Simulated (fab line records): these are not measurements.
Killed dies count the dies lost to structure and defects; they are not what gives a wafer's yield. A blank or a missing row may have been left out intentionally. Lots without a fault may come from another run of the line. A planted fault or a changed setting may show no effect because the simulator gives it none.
fab line records | flow nandHarc
[record] lots = 12 wafers = 36 lastDay = 32
route steps=1302 shown A_CHANNEL_FILL_D1@499 A_DECK1_JOINT@526 END@1302
lots that met no fault: taken from a fault-free run of the same line
startH: the number of hours between the record's first day and the start of the first shown wafer of the lot | waitH: hours elapsed since this lot's preceding step | " the same as in the row above | L1.1+2: a single row standing in for several wafers | - no value, or no start was given | * or withheld: withheld | < > ~ a bound
route shown NAME@n: NAME is a module with steps in the file, n the number in the route of the first one | usual: mean/standard deviation taken from wafers without a fault | same: alike in all rows | chamber/n: place in a boat | sites: the reading at each site | _std_site: standard deviation across them | _edge_site: outer sites' mean less inner sites' | radiusMm: how far each site lies from the wafer's centre | mask NAME#n: copy n | behind: the last tool/chamber to shape the wafer | hold: why the lot went on hold/how many hours it stayed there/how the hold came to an end | device: names the non-switching transistor (n, p or np) | end of line: the same wafers' tests at the end of the route | a step with no rows: only its recipe | killed: dies lost to structure and defects at the first sort, not the wafer's yield | map: dies across one wafer; x = killed, . = not, _ = none there
set.NAME: the setting as run; set.NAME@STEP: as run at that earlier step | model.NAME: the simulator's own value behind a step, which no gauge read
one table for each step of the route and one row for each wafer, over a sample of lots
services: the hour from which a tool's chamber was out of use, counted from the record's first day as startH (under 0 if before that day), plus the number of hours and why
[[steps]]
[step NHARC_A_CHANNEL_FILL_D1_ETCHBACK_19]
[recipe] targetDepthA = 50 timeS = 1.7 hbrFlowSccm = 150 cl2FlowSccm = 50 rfW = 400 icpW = 400 biasW = 100 chemistry = HBr/Cl2
[usual] biasW = 99.99/0.29 chamberPressureMTorr = 15.000/0.014 drypumpMotorCurrentA = 6.0/0.48 oesProductAu = 1.000/0.0088 rfFwdPowerW = 390.0/1.2 throttleValvePct = 26.406/0.0084
[same] timeS = 1.7
// columns lot.wafer tool chamber startH waitH biasW chamberPressureMTorr drypumpMotorCurrentA oesProductAu rfFwdPowerW rfHoursCounterH throttleValvePct
L535.1 rieSi-01 1 217.43 0.4 99.96 14.986 5.7 0.999 389.5 0.1 26.393
L535.4 " 2 " " 99.84 14.979 6.3 0.999 389.6 0.0 26.414
L535.2 " 3 " " 99.79 14.989 6.4 0.999 389.5 0.1 26.385
L537.3 rieSi-01 2 229.82 0.4 99.96 15.001 6.3 0.994 390.2 0.1 26.408
L537.4 " 0 " " 99.72 14.997 6.7 0.999 389.8 0.2 26.403
L537.5 " 2 " " 99.71 14.998 6.3 0.991 391.0 - 26.402
L539.3 rieSi-03 2 255.84 0.4 99.81 15.029 5.6 1.003 390.8 0.1 26.418
L539.5 " 3 " " 99.84 14.993 5.7 1.003 388.3 - 26.405
L539.6 " 0 " " 100.18 14.983 6.4 0.984 390.7 - 26.408
L542.2 rieSi-01 2 296.03 0.4 100.08 14.997 6.3 0.985 392.6 0.2 26.420
L542.4 " 0 " " 100.36 15.008 6.7 1.006 392.8 0.5 26.409
L542.1 " 1 " " 100.15 15.002 5.7 1.002 389.3 0.5 26.416
L544.4 rieSi-02 1 301.47 0.4 100.31 15.006 5.5 1.015 390.2 0.0 26.394
L544.3 " 0 " " 100.51 14.998 6.3 0.989 390.1 0.0 26.407
L544.5 " 1 " " 100.45 14.989 5.5 1.003 390.3 - 26.409
L545.2 rieSi-02 3 311.11 0.4 100.52 14.989 5.9 1.004 391.2 0.1 26.410
L545.4 " 1 " " 100.33 14.998 5.5 1.003 391.0 0.1 26.423
L545.6 " 2 " " 100.03 15.012 4.9 0.997 390.4 - 26.401
L547.2 rieSi-01 2 324.98 0.4 99.70 15.000 6.3 0.996 389.6 0.5 26.400
L547.1 " 3 " " 99.76 14.998 6.4 1.008 389.4 0.6 26.406
L547.6 " 1 " " 99.94 14.992 5.7 1.008 388.2 - 26.394
L546.3 rieSi-03 2 325.00 0.4 99.74 15.028 5.6 0.991 392.0 0.8 26.418
L546.5 " 0 " " 99.65 14.986 6.4 0.997 388.0 - 26.411
L546.6 " 1 " " 100.61 14.999 5.9 0.988 389.4 - 26.411
L548.4 rieSi-01 2 340.70 0.4 100.50 14.999 6.3 0.997 390.5 0.5 26.407
L548.2 " 3 " " 99.81 15.021 6.4 1.008 391.2 0.7 26.400
L548.1 " 0 " " 100.28 15.006 6.7 1.001 391.4 0.8 26.411
L552.1 rieSi-01 2 380.46 0.4 99.89 15.018 6.3 0.993 391.3 0 26.411
L552.2 " 0 " " 99.79 14.971 6.7 0.990 390.2 0 26.414
L552.4 " 1 " " 99.64 14.992 5.7 1.007 390.5 0 26.404
L554.4 rieSi-02 2 394.97 0.4 99.82 15.010 4.8 1.002 389.3 0.7 26.393
L554.5 " 3 " " 100.16 15.006 5.9 0.987 388.7 - 26.415
L554.6 " 0 " " 99.89 15.012 6.3 0.989 388.5 - 26.392
L555.3 rieSi-03 0 415.59 0.4 99.75 14.988 6.4 0.991 392.4 0.0 26.403
L555.6 " 3 " " 100.46 14.975 5.7 1.002 390.1 - 26.400
L555.5 " 0 " " 100.31 15.027 6.4 0.983 392.4 - 26.422
[step NHARC_A_CHANNEL_FILL_D1_CMP_10]
[recipe] targetThkNm = 150
[usual] motorCurrentA = 12.4/0.84 timeToEndpointS = 15.5/2.3
// columns lot.wafer tool chamber startH waitH motorCurrentA timeToEndpointS
L535.1 cmp-02 1 241.80 0.4 12.4 15.7
L535.2 " 2 " " 12.6 17.3
L535.4 " 3 " " 13.5 17.5
L537.4 cmp-02 2 254.22 0.4 12.6 15.8
L537.3 " 3 " " 14.2 14.5
L537.5 " 0 " " 12.1 14.1
L539.3 cmp-01 0 279.06 0.4 11.8 18.3
L539.5 " 3 " " 12.2 15.9
L539.6 " 0 " " 11.3 17.8
L542.2 cmp-01 1 319.80 0.4 13.2 17.3
L542.4 " 2 " " 11.7 13.5
L542.1 " 0 " " 10.8 16.8
L544.3 cmp-01 3 324.75 0.4 12.2 18.0
L544.4 " 1 " " 13.2 19.7
L544.5 " 0 " " 11.6 19.8
L545.2 cmp-02 0 335.14 0.4 12.2 12.4
L545.4 " 1 " " 13.7 17.1
L545.6 " 3 " " 12.9 15.9
L547.2 cmp-01 1 348.34 0.4 13.2 19.3
L547.1 " 2 " " 11.5 16.6
L547.6 " 1 " " 12.5 15.4
L546.3 cmp-02 1 348.41 0.4 13.5 14.6
L546.5 " 2 " " 12.2 13.2
L546.6 " 3 " " 13.4 15.0
L548.2 cmp-02 1 364.18 0.4 13.0 15.5
L548.1 " 2 " " 12.4 15.7
L548.4 " 0 " " 12.5 16.6
L552.4 cmp-02 2 404.22 0.4 12.1 14.8
L552.1 " 0 " " 12.3 13.4
L552.2 " 1 " " 13.3 16.0
L554.4 cmp-04 1 418.92 0.4 12.8 12.2
L554.5 " 0 " " 11.6 16.7
L554.6 " 1 " " 12.6 16.0
L555.3 cmp-02 1 439.07 0.4 13.0 10.2
L555.5 " 2 " " 12.7 14.1
L555.6 " 3 " " 13.3 11.3
[step NHARC_A_DECK1_JOINT_CVD_12]
[recipe] targetThkA = 900 tempC = 620 pressureMtorr = 200 timeS = 1800 material = poly-Si
[usual] spikeTcTopC = 637.5/2
[same] timeS = 1800
// columns lot.wafer tool chamber startH waitH spikeTcTopC
L535.1 lpcvdPoly-01 0 249.72 2.7 637.4
L535.2 " 0 " " 637.6
L535.4 " 0 " " 635.4
L537.3 lpcvdPoly-03 0 261.92 2.4 635.2
L537.4 " 0 " " 636.1
L537.5 " 0 " " 633.7
L539.3 lpcvdPoly-01 0 286.96 2.6 635.5
L539.5 " 0 " " 636.1
L539.6 " 0 " " 635.4
L542.1 lpcvdPoly-02 0 328.07 2.6 640.1
L542.2 " 0 " " 641.0
L542.4 " 0 " " 639.0
L544.3 lpcvdPoly-02 0 335.79 2.6 640.2
L544.4 " 0 " " 639.5
L544.5 " 0 " " 637.9
L545.2 lpcvdPoly-02 0 348.63 2.6 638.4
L545.4 " 0 " " 638.4
L545.6 " 0 " " 639.6
L546.3 lpcvdPoly-01 0 359.99 2.5 637.7
L546.5 " 0 " " 636.5
L546.6 " 0 " " 634.9
L547.1 lpcvdPoly-01 0 359.99 2.7 635.7
L547.2 " 0 " " 635.0
L547.6 " 0 " " 636.3
L548.1 lpcvdPoly-02 0 379.81 2.6 638.7
L548.2 " 0 " " 639.2
L548.4 " 0 " " 638.8
L548.1 lpcvdPoly-02 0 382.61 0.4 640.5
L548.2 " 0 " " 639.9
L548.4 " 0 " " 639.5
L552.1 lpcvdPoly-02 0 412.16 2.5 639.7
L552.2 " 0 " " 640.4
L552.4 " 0 " " 641.7
L554.4 lpcvdPoly-02 0 426.80 2.6 639.5
L554.5 " 0 " " 641.0
L554.6 " 0 " " 640.1
L554.4 lpcvdPoly-02 0 429.65 0.4 639.4
L554.5 " 0 " " 640.1
L554.6 " 0 " " 639.0
L555.3 lpcvdPoly-03 0 448.05 2.4 635.0
L555.5 " 0 " " 635.1
L555.6 " 0 " " 635.8
L555.3 lpcvdPoly-01 0 450.87 0.4 636.6
L555.5 " 0 " " 636.1
L555.6 " 0 " " 636.5
[step NHARC_A_DECK1_JOINT_CMP_13]
[recipe] targetThkNm = 51.023
[usual] motorCurrentA = 12.5/0.87 timeToEndpointS = 8.3/2.3
// columns lot.wafer tool chamber startH waitH motorCurrentA timeToEndpointS
L535.2 cmp-01 2 252.56 0.4 11.4 7.4
L535.1 " 0 " " 11.5 10.3
L535.4 " 1 " " 12.9 11.0
L537.3 cmp-03 0 264.77 0.4 12.2 8.5
L537.4 " 3 " " 14.4 9.9
L537.5 " 1 " " 13.4 7.1
L539.3 cmp-03 2 289.82 0.4 13.1 10.0
L539.5 " 2 " " 13.0 8.7
L539.6 " 3 " " 14.7 12.6
L542.1 cmp-03 1 330.92 0.4 12.8 3.8
L542.4 " 2 " " 13.2 9.4
L542.2 " 0 " " 12.1 7.7
L544.4 cmp-02 2 338.66 0.4 12.4 8.2
L544.3 " 0 " " 12.0 6.3
L544.5 " 2 " " 12.6 7.9
L545.2 cmp-02 1 351.51 0.4 13.0 10.0
L545.4 " 2 " " 12.5 8.1
L545.6 " 0 " " 12.6 8.7
L546.3 cmp-02 1 362.86 0.4 12.7 10.8
L546.5 " 1 " " 12.8 9.3
L546.6 " 2 " " 12.2 9.4
L547.1 cmp-01 2 362.87 0.4 11.4 11.2
L547.2 " 1 " " 12.4 8.3
L547.6 " 2 " " 11.8 5.3
L548.1 cmp-03 1 385.74 0.7 12.9 14.0
L548.4 " 2 " " 13.5 15.9
L548.2 " 0 " " 11.8 19.0
L552.4 cmp-01 2 415.06 0.4 11.8 8.0
L552.2 " 3 " " 12.2 9.7
L552.1 " 0 " " 10.8 9.9
L554.4 cmp-01 3 432.87 0.7 12.1 16.1
L554.5 " 2 " " 11.0 17.3
L554.6 " 3 " " 12.2 17.7
L555.3 cmp-02 3 454.10 0.8 12.8 17.6
L555.6 " 0 " " 12.1 14.8
L555.5 " 1 " " 13.1 15.6
[step NHARC_A_DECK1_JOINT_THK_MEAS_14]
[recipe] thkMeasGauge = ellipsometry
[usual] thkNm = 50.8/1.6
// columns lot.wafer tool chamber startH waitH thkNm
L535.1 filmMetro-02 - 252.81 0.2 49.8
L535.2 " - " " 50.0
L535.4 " - " " 50.6
L537.3 filmMetro-01 - 265.02 0.2 52.1
L537.4 " - " " 51.1
L537.5 " - " " 51.0
L539.3 filmMetro-01 - 290.07 0.2 48.3
L539.5 " - " " 49.5
L539.6 " - " " 50.9
L542.1 filmMetro-02 - 331.18 0.2 51.2
L542.2 " - " " 50.6
L542.4 " - " " 53.0
L544.3 filmMetro-01 - 338.89 0.2 49.6
L544.4 " - " " 53.6
L544.5 " - " " 51.1
L545.2 filmMetro-02 - 351.74 0.2 50.5
L545.4 " - " " 49.3
L545.6 " - " " 51.3
L547.1 filmMetro-01 - 363.12 0.2 51.6
L547.2 " - " " 51.9
L547.6 " - " " 49.1
L546.3 filmMetro-02 - 363.12 0.2 52.1
L546.5 " - " " 52.4
L546.6 " - " " 52.3
L548.1 filmMetro-02 - 388.14 2.4 50.1
L548.2 " - " " 49.5
L548.4 " - " " 50.8
L552.1 filmMetro-02 - 415.31 0.2 50.5
L552.2 " - " " 50.5
L552.4 " - " " 49.6
L554.4 filmMetro-02 - 433.10 0.2 50.8
L554.5 " - " " 50.2
L554.6 " - " " 52.1
L555.3 filmMetro-02 - 454.29 0.2 49.9
L555.5 " - " " 49.6
L555.6 " - " " 51.0
[step NHARC_END_SORT_01]
[recipe] tempC = 25
[usual] killedAtArray = 57/17 killedAtOther = 0.5/0.82 killedAtPeriphery = 4.0/2.8 killedDies = 61/18 killedOpen = 2.9/2 killedShort = 2.3/1.7
[same] grossDies = 677
// columns lot.wafer tool chamber startH waitH killedAtArray killedAtOther killedAtPeriphery killedDies killedOpen killedShort
L542.1 prober-02 0 638.08 2.5 52 1 2 55 6 1
L542.2 prober-02 0 638.87 2.8 57 0 2 59 4 0
L542.4 prober-02 0 640.45 3.4 46 0 3 49 4 1
L548.1 prober-01 0 686.13 2.5 26 2 8 36 2 3
L548.2 prober-01 0 686.93 2.8 23 1 7 31 2 3
L548.4 prober-01 0 688.53 3.4 16 0 7 23 0 2
L547.1 prober-02 0 686.14 2.5 88 0 4 92 3 4
L547.2 prober-02 0 686.93 2.8 78 2 3 83 1 3
L547.6 prober-02 0 690.11 4.0 68 0 2 70 3 3
L546.3 prober-02 0 696.00 3.1 43 0 11 54 3 3
L546.5 prober-02 0 697.57 3.6 44 0 6 50 0 2
L546.6 prober-02 0 698.35 3.9 42 1 7 50 5 1
// killed by level:class
L542.1 A_SLIT:chamberFilmFlake=32 A_CHANNEL_HOLE_D2:chamberFilmFlake=6 A_CHANNEL_FILL_D1:geometricParticle:open=2 A_DECK1_JOINT:chamberFilmFlake=2 A_STAIRCASE:chamberFilmFlake=2 P_M0:geometricParticle:open=1 A_SOURCE_PLATE:geometricParticle:open=1 A_WL_FILL:geometricParticle:short=1
L542.2 A_SLIT:chamberFilmFlake=33 A_CHANNEL_HOLE_D2:chamberFilmFlake=11 A_DECK1_JOINT:chamberFilmFlake=4 A_STAIRCASE:chamberFilmFlake=3 A_CHANNEL_FILL_D2:geometricParticle:open=2 A_CHANNEL_HOLE_D1:chamberFilmFlake=2 P_CONTACT:geometricParticle:open=1 A_DECK1_JOINT:geometricParticle:open=1
L542.4 A_SLIT:chamberFilmFlake=20 A_CHANNEL_HOLE_D2:chamberFilmFlake=13 A_CHANNEL_HOLE_D1:chamberFilmFlake=3 A_DECK1_JOINT:chamberFilmFlake=3 A_STAIRCASE:chamberFilmFlake=2 P_M0:geometricParticle:short=1 P_M2:geometricParticle:open=1 A_CHANNEL_HOLE_D1:geometricParticle:open=1
L548.1 A_CHANNEL_HOLE_D1:chamberFilmFlake=11 A_CONTACT:chamberFilmFlake=5 P_STI:chamberFilmFlake=3 P_CONTACT:chamberFilmFlake=2 A_DECK1_JOINT:chamberFilmFlake=2 A_STAIRCASE:chamberFilmFlake=2 A_SLIT:chamberFilmFlake=2 P_GATE:geometricParticle:short=1
L547.1 A_CHANNEL_HOLE_D1:chamberFilmFlake=39 A_SLIT:chamberFilmFlake=27 A_CHANNEL_HOLE_D2:chamberFilmFlake=12 A_CHANNEL_FILL_D2:chamberFilmFlake=2 A_STAIRCASE:chamberFilmFlake=2 P_CONTACT:geometricParticle:open=1 P_M1:geometricParticle:open=1 A_SOURCE_PLATE:geometricParticle:short=1
L548.2 A_CHANNEL_HOLE_D1:chamberFilmFlake=9 A_SLIT:chamberFilmFlake=4 A_CONTACT:chamberFilmFlake=4 P_STI:chamberFilmFlake=3 P_M0:geometricParticle:open=2 P_BONDPAD:chamberFilmFlake=2 A_DECK1_JOINT:chamberFilmFlake=2 A_CHANNEL_FILL_D1:geometricParticle:short=1
L547.2 A_SLIT:chamberFilmFlake=35 A_CHANNEL_HOLE_D1:chamberFilmFlake=26 A_CHANNEL_HOLE_D2:chamberFilmFlake=8 P_CONTACT:chamberFilmFlake=2 A_DECK1_JOINT:chamberFilmFlake=2 A_STAIRCASE:chamberFilmFlake=2 THIN_TSV:chamberFilmFlake=2 P_GATE:geometricParticle:short=1
L548.4 A_CHANNEL_HOLE_D1:chamberFilmFlake=8 P_CONTACT:chamberFilmFlake=3 A_BLC:chamberFilmFlake=3 P_STI:chamberFilmFlake=2 P_BONDPAD:chamberFilmFlake=2 A_CHANNEL_HOLE_D1:geometricParticle:short=1 A_ONON_D2:geometricParticle:short=1 A_CHANNEL_FILL_D2:chamberFilmFlake=1
L547.6 A_SLIT:chamberFilmFlake=27 A_CHANNEL_HOLE_D1:chamberFilmFlake=24 A_CHANNEL_HOLE_D2:chamberFilmFlake=9 A_BLC:chamberFilmFlake=3 P_CONTACT:geometricParticle:short=1 P_M1:geometricParticle:open=1 A_ONON_D1:geometricParticle:open=1 A_CHANNEL_HOLE_D1:geometricParticle:short=1
L546.3 A_SLIT:chamberFilmFlake=30 A_CHANNEL_HOLE_D1:chamberFilmFlake=6 P_CONTACT:chamberFilmFlake=5 P_ZERO_WELL:chamberFilmFlake=3 P_STI:chamberFilmFlake=2 P_CONTACT:geometricParticle:short=1 A_SOURCE_PLATE:geometricParticle:open=1 A_CHANNEL_FILL_D1:geometricParticle:short=1
L546.5 A_SLIT:chamberFilmFlake=30 A_CHANNEL_HOLE_D1:chamberFilmFlake=5 P_CONTACT:chamberFilmFlake=4 A_WL_FILL:chamberFilmFlake=4 A_CONTACT:chamberFilmFlake=3 P_ZERO_WELL:chamberFilmFlake=2 A_CHANNEL_HOLE_D1:geometricParticle:short=1 A_DECK1_JOINT:geometricParticle:short=1
L546.6 A_SLIT:chamberFilmFlake=30 P_CONTACT:chamberFilmFlake=5 A_CONTACT:chamberFilmFlake=4 A_CHANNEL_FILL_D2:geometricParticle:open=2 A_STAIRCASE:chamberFilmFlake=2 A_WL_FILL:chamberFilmFlake=2 P_CONTACT:geometricParticle:open=1 P_M1:geometricParticle:open=1
[[services]]
// columns tool chamber startH hours kind
cmp-03 - 193.45 0.8 repair
cmp-01 - 198.02 0.3 repair
cmp-01 - 200.66 1.2 repair
lpcvdPoly-02 - 206.18 26.0 pm
cmp-01 - 206.44 4.0 pm
rieSi-03 - 221.00 9.0 pm
cmp-02 - 232.50 4.0 pm
rieSi-01 2 246.93 18.2 repair
cmp-01 - 260.01 0.5 repair
cmp-03 - 260.21 4.0 pm
rieSi-01 - 278.11 14.3 repair
cmp-01 - 291.74 2.2 repair
cmp-03 - 301.02 0.3 repair
cmp-01 - 304.44 4.0 pm
rieSi-01 - 316.37 0.2 repair
cmp-02 - 330.50 4.0 pm
cmp-03 - 352.69 2.2 repair
cmp-03 - 358.21 4.0 pm
cmp-01 - 368.86 1.9 repair
rieSi-01 - 370.00 9.0 pm
rieSi-01 0 387.92 4.6 repair
cmp-01 - 402.44 4.0 pm
cmp-02 - 428.50 4.0 pm
cmp-03 - 447.72 4.7 repair
[[key]]
[firstSign] step = NHARC_A_DECK1_JOINT_CVD_12 reading = visit direction = added
[effect] step = NHARC_A_DECK1_JOINT_CMP_13 reading = timeToEndpointS direction = up sigmas = 3.5 usual = * struck = *
metAt NHARC_A_DECK1_JOINT_CVD_12
struckLots L548,L554,L555
testerLeftOut L548,L554,L555
notActingAt NHARC_A_CHANNEL_FILL_D1_ETCHBACK_19,NHARC_A_CHANNEL_FILL_D1_CMP_10,NHARC_A_DECK1_JOINT_THK_MEAS_14
[fault] kind = repeatedStepWhole tool = lpcvdPoly-01,lpcvdPoly-02,lpcvdPoly-03 chamber = - onsetH = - steps = NHARC_A_DECK1_JOINT_CVD_12 times = 1 scope = struckLotsOnly
// testerLeftOut: of these lots the tester's yield and bins aren't shown, on N5 and GAA mostly nor the transistor test; their killed dies are dies lost to structure and defects alone, not to doping, threshold or leakage, so they don't give the yield
